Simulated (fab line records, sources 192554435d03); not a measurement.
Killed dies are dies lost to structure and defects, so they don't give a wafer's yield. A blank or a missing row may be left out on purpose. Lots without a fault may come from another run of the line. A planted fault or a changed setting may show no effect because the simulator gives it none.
fab line records | flow n5_finfet
record lots=5 wafers=15 last_day=19
route steps=1938 shown BEOL_M1@778 BEOL_M4@1111 PASSIVATION@1936
lots that met no fault: from a run of the same line without faults
start_h: hours from the record's first day to the start of the lot's first wafer shown | wait_h: hours since the lot's step before | " the same as in the row above | L1.1+2: a row that stands for several wafers | - no value, or no start given | * or withheld: withheld | < > ~ a bound
route shown NAME@n: a module of which the file shows steps, and the number in the route of the first | usual: mean/standard deviation of fault-free wafers | same: alike in all rows | chamber/n: place in a boat | sites: the reading at each site | _std_site: their standard deviation | _edge_site: outer sites' mean less inner sites' | radius_mm: how far each site lies from the wafer's centre | mask NAME#n: copy n | behind: the tool/chamber that last shaped the wafer | hold: why the lot was held/for how many hours/how that ended | device: the transistor (n, p or np) that didn't switch | end of line: the same wafers' tests at the end of the route | a step without rows: its recipe alone | killed: dies lost to structure and defects at the first sort, not the wafer's yield | map: a wafer's dies, x killed, . not, _ none there
set.NAME: the setting as run; set.NAME@STEP: as run at that earlier step | model.NAME: the simulator's own value behind a step, which no gauge read
lots at some steps of the route; a table a step, a row a wafer
services: from which hour (start_h, from the record's first day; less than 0 if before it) a tool's chamber was out of use, for how many hours, and why
## steps
# step N5_BEOL_M1_COAT_68
# recipe resist=SiARC temp_c=220 time_s=60 spin_rpm=1500 resist_thk_nm=12
# step N5_BEOL_M1_COAT_76
# recipe resist=underlayer temp_c=205 time_s=60 spin_rpm=1500 resist_thk_nm=5
# step N5_BEOL_M1_COAT_22
# recipe resist=CAR-EUV spin_rpm=1500 resist_thk_nm=30
# step N5_BEOL_M1_EBR_24
# recipe solvent=PGMEA ebr_width_mm=1.5
# step N5_BEOL_M1_SOFTBAKE_23
# recipe temp_c=110 time_s=60 resist=CAR-EUV
# step N5_BEOL_M1_EXPOSE_25
# recipe mask_id=V0 na=0.33 source_shape=quasar sigma_inner=0.2 sigma_outer=0.8 polarization=unpolarized defocus_nm=5 target_cd_nm=24 dose_mj=63
# step N5_BEOL_M1_PEB_26
# recipe peb_temp_c=100 peb_time_s=60 resist=CAR-EUV
# step N5_BEOL_M1_DEVELOP_27
# recipe develop_time_s=30 developer=TMAH resist=CAR-EUV rinse_liquid=surfactant_rinse dry=air_spin dev_temp_c=23
# step N5_BEOL_M1_CD_MEAS_28
# recipe landing_energy_ev=500 detector=se_inlens target_cd_y_nm=23.3
# usual cd_nm=23.98/0.25
# columns lot.wafer tool chamber start_h wait_h cd_nm
L515.2 cd_sem-02 0 150.83 - 23.60
L515.3 " 0 " " 24.19
L515.5 " 0 " " 23.58
L520.1 cd_sem-01 0 176.30 - 23.83
L520.2 " 0 " " 23.79
L520.6 " 0 " " 23.88
L523.1 cd_sem-02 0 198.95 - 23.56
L523.5 " 0 " " 23.64
L523.6 " 0 " " 23.31
L531.4 cd_sem-01 0 252.08 - 23.75
L531.5 " 0 " " 24.01
L531.6 " 0 " " 23.99
L530.1 cd_sem-01 0 252.13 - 24.59
L530.2 " 0 " " 24.45
L530.6 " 0 " " 24.34
# step N5_BEOL_M1_OVL_MEAS_29
# recipe points_per_wafer=522
# usual V0_OVL=0.1/0.87
# columns lot.wafer tool chamber start_h wait_h V0_OVL[nm]
L515.2 overlay-02 0 150.87 0.0 0.6
L515.3 " 0 " " 1.5
L515.5 " 0 " " 1.1
L520.1 overlay-02 0 176.33 0.0 -1.0
L520.2 " 0 " " -0.3
L520.6 " 0 " " -1.4
L523.1 overlay-01 0 198.98 0.0 -0.2
L523.5 " 0 " " -1.9
L523.6 " 0 " " 0.6
L531.4 overlay-02 0 252.12 0.0 1.2
L531.5 " 0 " " 0.0
L531.6 " 0 " " 0.8
L530.1 overlay-01 0 252.16 0.0 0.2
L530.2 " 0 " " 1.8
L530.6 " 0 " " 1.2
# step N5_BEOL_M1_INSPECT_30
# recipe mode=adi inspect_instrument=brightfield
# usual raw_defect_count=394/91
# columns lot.wafer tool chamber start_h wait_h raw_defect_count
L515.2 defect_inspect-02 - 150.92 0.0 268
L515.3 " - " " 392
L515.5 " - " " 364
L520.1 defect_inspect-02 - 176.39 0.1 395
L520.2 " - " " 465
L520.6 " - " " 271
L523.1 defect_inspect-01 - 199.04 0.1 347
L523.5 " - " " 229
L523.6 " - " " 286
L531.4 defect_inspect-01 - 252.16 0.0 386
L531.5 " - " " 407
L531.6 " - " " 463
L530.1 defect_inspect-02 - 252.22 0.1 445
L530.2 " - " " 342
L530.6 " - " " 366
# step N5_BEOL_M1_DESCUM_33
# recipe chemistry=O2 time_s=7 source_power_w=50 bias_power_w=20 pressure_mtorr=20 rf_frequency_hz=2.712e+07 temp_c=40 resist=CAR-EUV o2_flow_sccm=225
# usual drypump_motor_current_A=5.7/0.43 o2_flow_sccm=225.0/0.68 oes_product_au=0.80/0.094 rf_vpp_V=243.1/1.4 showerhead_plenum_p_Torr=2.09/0.076 throttle_valve_pct=20.48/0.22
# columns lot.wafer tool chamber start_h wait_h drypump_motor_current_A o2_flow_sccm oes_product_au rf_hours_counter_h rf_vpp_V showerhead_plenum_p_Torr throttle_valve_pct
L515.2 rie_diel-03 1 150.95 0.0 6.0 225.0 0.72 211 242.5 2.16 20.49
L515.3 " 3 " " 5.5 224.6 0.95 6 244.9 2.24 20.23
L515.5 " 1 " " 6.0 225.2 0.72 - 244.8 2.16 20.49
L520.1 rie_diel-03 1 176.42 0.0 6.0 224.6 0.72 217 244.5 2.16 20.51
L520.2 " 2 " " 5.3 223.9 0.70 235 243.1 1.98 20.64
L520.6 " 0 " " 4.7 224.8 0.85 - 242.6 2.05 20.21
L523.1 rie_diel-03 0 199.07 0.0 4.8 223.7 0.85 46 241.5 2.05 20.22
L523.5 " 3 " " 5.5 224.3 0.92 - 244.8 2.23 20.25
L523.6 " 0 " " 4.8 225.1 0.84 - 244.1 2.05 20.21
L531.4 rie_diel-02 3 252.25 0.1 5.8 225.0 0.76 - 241.5 2.01 20.78
L531.5 " 0 " " 5.6 224.5 0.88 - 241.5 2.05 20.40
L531.6 " 2 " " 6.0 225.4 0.72 - 244.6 2.18 20.59
L530.1 rie_diel-02 2 252.34 0.1 6.0 227.1 0.73 187 243.2 2.18 20.58
L530.2 " 3 " " 5.8 224.7 0.76 115 242.3 2.01 20.76
L530.6 " 3 " " 5.8 225.6 0.76 - 242.8 2.01 20.78
# step N5_BEOL_M1_ETCH_77
# recipe chemistry=N2/H2 target=underlayer target_depth_a=65 mask_material=CAR-EUV time_s=5.2 ion_energy_ev=200 pressure_mtorr=30 source_w=840 bias_w=150 n2_flow_sccm=200 h2_flow_sccm=200 ends=cleared
# usual drypump_motor_current_A=5.7/0.43 etch_rf_on_time_s=5.18/0.084 oes_product_au=0.69/0.079 rf_fwd_power_W=819.4/2.5 rf_vpp_V=523.8/2.9 showerhead_plenum_p_Torr=2.54/0.09 throttle_valve_pct=17.86/0.25
# columns lot.wafer tool chamber start_h wait_h drypump_motor_current_A etch_rf_on_time_s oes_product_au rf_fwd_power_W rf_hours_counter_h rf_vpp_V showerhead_plenum_p_Torr throttle_valve_pct
L515.2 rie_diel-03 1 150.99 0.0 6.0 5.09 0.63 821.4 211 527.6 2.62 18.04
L515.3 " 3 " " 5.5 5.26 0.81 822.3 6 529.8 2.72 17.58
L515.5 " 1 " " 6.0 5.11 0.63 816.3 - 528.1 2.62 18.06
L520.1 rie_diel-03 1 176.46 0.0 6.0 5.15 0.61 823.9 217 527.8 2.62 18.08
L520.2 " 2 " " 5.4 5.42 0.58 818.8 235 524.0 2.40 18.04
L520.6 " 0 " " 4.8 5.40 0.70 814.6 - 522.5 2.49 17.54
L523.1 rie_diel-03 0 199.11 0.0 4.7 4.44 0.78 1019.3 46 486.4 2.48 17.60
L523.5 " 3 " " 5.5 5.30 0.77 818.0 - 533.0 2.71 17.62
L523.6 " 0 " " 4.7 4.49 0.79 1020.9 - 487.7 2.48 17.56
L531.4 rie_diel-02 3 252.28 0.0 5.8 5.21 0.65 817.5 - 524.2 2.46 18.18
L531.5 " 0 " " 5.7 5.13 0.75 823.0 - 521.9 2.48 17.70
L531.6 " 2 " " 6.0 5.25 0.61 819.4 - 527.3 2.62 17.87
L530.1 rie_diel-02 2 252.38 0.0 6.0 5.21 0.62 819.6 187 526.2 2.62 17.90
L530.2 " 3 " " 5.8 5.11 0.66 816.4 115 520.5 2.46 18.19
L530.6 " 3 " " 5.8 5.17 0.66 813.7 - 519.9 2.46 18.17
# step N5_BEOL_M1_ETCH_69
# recipe chemistry=CF4 target=SiARC target_depth_a=156 mask_material=CAR-EUV time_s=26 ion_energy_ev=80 pressure_mtorr=40 source_w=545 bias_w=36 Ar_flow_sccm=100 cf4_flow_sccm=100 ends=cleared
# usual drypump_motor_current_A=5.7/0.43 etch_rf_on_time_s=26.0/0.47 oes_product_au=0.69/0.079 rf_fwd_power_W=531.7/1.9 rf_vpp_V=183.9/1.2 showerhead_plenum_p_Torr=2.14/0.072 throttle_valve_pct=15.64/0.25
# columns lot.wafer tool chamber start_h wait_h drypump_motor_current_A etch_rf_on_time_s oes_product_au rf_fwd_power_W rf_hours_counter_h rf_vpp_V showerhead_plenum_p_Torr throttle_valve_pct
L515.2 rie_diel-03 1 151.00 0.0 6.0 25.4 0.62 531.1 211 185.7 2.20 15.72
L515.3 " 3 " " 5.5 26.2 0.81 531.2 6 186.5 2.28 15.34
L515.5 " 1 " " 6.0 25.2 0.63 531.0 - 183.9 2.20 15.71
L520.1 rie_diel-03 1 176.47 0.0 6.1 25.3 0.62 529.2 217 183.8 2.20 15.73
L520.2 " 2 " " 5.3 26.9 0.59 530.6 235 181.4 2.02 15.85
L520.6 " 0 " " 4.7 26.8 0.71 530.9 - 183.6 2.10 15.41
L523.1 rie_diel-03 0 199.12 0.0 4.8 26.7 0.71 534.2 46 183.9 2.10 15.41
L523.5 " 3 " " 5.5 26.4 0.78 529.8 - 186.3 2.27 15.36
L523.6 " 0 " " 4.8 26.6 0.71 530.2 - 184.5 2.10 15.41
L531.4 rie_diel-02 3 252.31 0.0 5.8 25.8 0.66 528.3 - 183.1 2.07 15.99
L531.5 " 0 " " 5.6 26.1 0.76 531.8 - 182.4 2.09 15.44
L531.6 " 2 " " 6.0 25.9 0.63 530.9 - 184.2 2.22 15.77
L530.1 rie_diel-02 2 252.39 0.0 6.0 26.0 0.62 530.6 187 184.9 2.22 15.76
L530.2 " 3 " " 5.8 25.7 0.66 529.4 115 183.2 2.07 15.98
L530.6 " 3 " " 5.8 25.6 0.67 530.4 - 185.4 2.07 15.98
# step N5_BEOL_M4_RC_MEAS_101
# usual DIBL_N=36.6/1.3 DIBL_P=36.4/1.4 IOFF_N=0.167/0.023 IOFF_P=0.219/0.029 ION_N=678/8.7 ION_P=464/6.4 SS_N=71.5/0.53 SS_P=73.4/0.57 VT_N=248.5/2.8 VT_P=-249/3.1
# columns lot.wafer tool chamber start_h wait_h DIBL_N[mV/V] DIBL_P[mV/V] IOFF_N[nA/um] IOFF_P[nA/um] ION_N[uA/um] ION_P[uA/um] SS_N[mV/dec] SS_P[mV/dec] VT_N[mV] VT_P[mV]
L515.2 prober-02 0 203.08 0.2 37.2 35.2 0.158 0.218 688 472 71.2 73.6 247.7 -249
L515.3 " 0 " " 38.1 36.9 0.185 0.259 693 478 72.0 73.5 244.5 -246
L515.5 " 0 " " 35.7 33.5 0.136 0.190 685 467 71.4 71.7 249.4 -250
L523.1 prober-02 0 290.03 0.0 36.1 35.5 0.155 0.207 679 468 71.2 72.8 248.7 -248
L523.5 " 0 " " 35.5 34.5 0.146 0.200 679 470 71.1 72.5 252.4 -252
L523.6 " 0 " " 34.8 33.7 0.133 0.187 669 464 70.7 72.7 250.2 -251
L520.1 prober-01 0 300.00 0.0 36.7 38.2 0.209 0.269 681 470 71.9 73.9 245.7 -246
L520.2 " 0 " " 36.2 37.5 0.190 0.247 682 466 71.6 73.7 246.2 -246
L520.6 " 0 " " 37.3 39.1 0.214 0.276 679 467 72.0 74.4 246.3 -247
L530.1 prober-01 0 329.98 0.0 35.8 36.1 0.147 0.208 669 460 71.8 73.2 248.5 -251
L530.2 " 0 " " 36.4 37.0 0.156 0.211 675 469 71.3 73.5 250.8 -251
L530.6 " 0 " " 36.7 37.4 0.166 0.222 673 463 72.1 73.4 246.6 -251
L531.4 prober-01 0 334.99 0.5 36.9 35.3 0.148 0.176 676 458 71.3 73.2 249.4 -254
L531.5 " 0 " " 37.7 36.3 0.158 0.191 680 457 71.2 73.0 250.6 -251
L531.6 " 0 " " 37.2 35.9 0.148 0.179 669 458 71.5 73.4 251.7 -255
# step N5_PASSIVATION_PROBE_49
# usual defect_limited_yield=91.6/1.6 killed_at_M0_to_M3=32/9.7 killed_at_M4_up=13/4.4 killed_at_contacts=12/6.5 killed_at_front_end=38/12 killed_at_other=3.7/3 killed_dies=99/18 killed_on_rim=13/3.9 killed_open=66/14 killed_short=32/7.5 sort_bin_5_function=4.9/1 sort_bin_6_memory=3.2/0.73 sort_n_pass=1081/18 sort_yield_pct=91.6/1.6
# same gross_dies=1180 killed_at_back_side=0 sort_bin_4_leakage[%]=0 sort_bin_8_speed[%]=0
# columns lot.wafer tool chamber start_h wait_h defect_limited_yield[%] killed_at_M0_to_M3 killed_at_M4_up killed_at_contacts killed_at_front_end killed_at_other killed_dies killed_on_rim killed_open killed_short sort_bin_5_function[%] sort_bin_6_memory[%] sort_n_pass sort_yield_pct[%]
L523.1 prober-01 - 389.91 0.0 90.8 48 16 7 36 1 108 11 75 33 5.3 3.7 1072 90.8
L523.5 prober-01 - 390.11 0.2 92.3 28 18 12 30 3 91 7 65 26 4.7 2.8 1089 92.3
L523.6 prober-01 - 390.16 0.3 90.5 32 17 10 49 4 112 18 77 35 6.4 3.1 1068 90.5
L520.1 prober-02 - 408.31 0.0 93.1 24 11 18 28 1 82 10 55 25 4.5 2.5 1098 93.1
L520.2 prober-02 - 408.36 0.1 91.3 25 10 24 40 4 103 14 66 36 4.4 3.9 1077 91.3
L520.6 prober-02 - 408.56 0.3 94.2 20 10 11 25 3 69 10 46 23 3.0 2.8 1111 94.2
L530.1 prober-01 - 430.84 0.0 92.3 33 20 3 33 2 91 16 55 33 5.0 2.5 1089 92.3
L530.2 prober-01 - 430.89 0.1 90.8 36 14 14 41 3 108 19 71 35 5.2 3.6 1072 90.8
L530.6 prober-01 - 431.09 0.3 91.2 27 18 16 35 8 104 13 69 32 5.6 3.1 1076 91.2
L531.4 prober-02 - 449.79 0.2 94.4 14 6 8 38 0 66 9 45 20 3.6 1.9 1114 94.4
L531.5 prober-02 - 449.84 0.2 92.8 19 9 20 35 2 85 10 55 28 4.2 2.6 1095 92.8
L531.6 prober-02 - 449.89 0.3 93.1 18 6 15 35 7 81 14 56 24 4.0 2.8 1099 93.1
# killed by level:class
L523.1 BEOL_M1:geometric_particle:open=12 FIN_SAQP:geometric_particle:short=10 FIN_SAQP:geometric_particle:open=9 BEOL_M2:geometric_particle:open=9 BEOL_M3:geometric_particle:open=9 BEOL_M4:geometric_particle:open=8 MOL_CONTACT_COAG:geometric_particle:open=6 BEOL_M0_SAQP:geometric_particle:open=6
L523.5 BEOL_M3:geometric_particle:open=11 MOL_CONTACT_COAG:geometric_particle:open=10 STI_FIN_REVEAL:geometric_particle:open=9 BEOL_M4:geometric_particle:open=9 FIN_SAQP:geometric_particle:open=8 BEOL_M2:geometric_particle:open=8 FIN_SAQP:geometric_particle:short=4 BEOL_M2:geometric_particle:short=3
L523.6 FIN_SAQP:geometric_particle:open=15 FIN_SAQP:geometric_particle:short=8 MOL_CONTACT_COAG:geometric_particle:open=8 BEOL_M1:geometric_particle:open=8 STI_FIN_REVEAL:geometric_particle:open=7 BEOL_M2:geometric_particle:open=7 BEOL_M0_SAQP:geometric_particle:short=6 BEOL_M4:geometric_particle:open=5
L520.1 MOL_CONTACT_COAG:geometric_particle:open=11 STI_FIN_REVEAL:geometric_particle:open=6 BEOL_M1:geometric_particle:open=6 BEOL_M3:geometric_particle:open=6 MOL_CONTACT_COAG:geometric_particle:short=5 FIN_SAQP:geometric_particle:open=4 DUMMY_GATE:geometric_particle:open=3 GATE_CUT:geometric_particle:short=3
L520.2 MOL_CONTACT_COAG:geometric_particle:open=19 STI_FIN_REVEAL:geometric_particle:open=7 BEOL_M0_SAQP:geometric_particle:short=7 BEOL_M0_SAQP:geometric_particle:open=7 GATE_CUT:geometric_particle:open=6 BEOL_M3:geometric_particle:open=5 MOL_CONTACT_COAG:geometric_particle:short=5 DUMMY_GATE:geometric_particle:open=4
L520.6 MOL_CONTACT_COAG:geometric_particle:open=8 BEOL_M3:geometric_particle:open=8 BEOL_M1:geometric_particle:open=6 DUMMY_GATE:geometric_particle:open=5 DUMMY_GATE:geometric_particle:short=4 BEOL_M7:geometric_particle:open=4 MOL_CONTACT_COAG:geometric_particle:short=3 STARTING-WAFER:geometric_particle:open=3
L530.1 BEOL_M1:geometric_particle:open=9 BEOL_M4:geometric_particle:open=8 BEOL_M0_SAQP:geometric_particle:short=8 BEOL_M3:geometric_particle:open=7 STI_FIN_REVEAL:geometric_particle:open=6 BEOL_M0_SAQP:geometric_particle:open=6 FIN_SAQP:geometric_particle:short=4 GATE_CUT:geometric_particle:open=4
L530.2 STI_FIN_REVEAL:geometric_particle:open=11 BEOL_M1:geometric_particle:open=10 MOL_CONTACT_COAG:geometric_particle:open=9 BEOL_M4:geometric_particle:open=7 BEOL_M0_SAQP:geometric_particle:short=6 BEOL_M3:geometric_particle:open=6 BEOL_M0_SAQP:geometric_particle:open=5 MOL_CONTACT_COAG:geometric_particle:short=5
L530.6 MOL_CONTACT_COAG:geometric_particle:open=14 BEOL_M3:geometric_particle:open=10 FIN_SAQP:geometric_particle:short=9 BEOL_M4:geometric_particle:open=7 FIN_SAQP:geometric_particle:open=6 STARTING-WAFER:geometric_particle:open=5 STI_FIN_REVEAL:geometric_particle:open=4 BEOL_M0_SAQP:geometric_particle:open=4
L531.4 FIN_SAQP:geometric_particle:open=8 MOL_CONTACT_COAG:geometric_particle:open=8 GATE_CUT:geometric_particle:short=6 DUMMY_GATE:geometric_particle:open=5 FIN_SAQP:geometric_particle:short=4 STI_FIN_REVEAL:geometric_particle:open=4 GATE_CUT:geometric_particle:open=4 BEOL_M0_SAQP:geometric_particle:short=4
L531.5 MOL_CONTACT_COAG:geometric_particle:open=17 DUMMY_GATE:geometric_particle:open=8 FIN_SAQP:geometric_particle:open=7 FIN_SAQP:geometric_particle:short=6 GATE_CUT:geometric_particle:short=4 BEOL_M0_SAQP:geometric_particle:open=4 MOL_CONTACT_COAG:geometric_particle:short=3 GATE_CUT:geometric_particle:open=3
L531.6 MOL_CONTACT_COAG:geometric_particle:open=14 STI_FIN_REVEAL:geometric_particle:open=6 BEOL_M2:geometric_particle:open=6 FIN_SAQP:geometric_particle:short=5 BEOL_M1:geometric_particle:open=5 BEOL_M0:geometric_particle:open=4 DUMMY_GATE:geometric_particle:open=4 GATE_CUT:geometric_particle:short=4
## services
# columns tool chamber start_h hours kind
rie_diel-03 1 145.19 1.6 repair
rie_diel-03 - 177.21 0.8 repair
rie_diel-02 2 214.00 6.4 repair
rie_diel-02 1 219.30 40.8 repair
rie_diel-03 2 225.34 - clean
rie_diel-03 2 225.34 - consumable_replace:focus_ring
rie_diel-03 2 225.34 - consumable_replace:showerhead
rie_diel-03 2 225.34 18.0 scheduled_down
rie_diel-03 2 225.34 18.0 vent_cycle
## key
first_sign step=N5_BEOL_M1_ETCH_77 reading=rf_fwd_power_W direction=up sigmas=81 usual=* struck=*
effect step=N5_BEOL_M1_ETCH_77 reading=rf_vpp_V direction=down sigmas=13 usual=523.8 struck=487.1
met_at N5_BEOL_M1_ETCH_77
struck_wafers L523.1,L523.6
onset_between 176.46 199.11
fault kind=process_parameter_drift tool=rie_diel-03 chamber=0 onset_h=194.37 steps=N5_BEOL_M1_ETCH_77 channel=source_w offset=201.6 shape=step end_h=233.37 acts_in=these_recipes_only stated=840
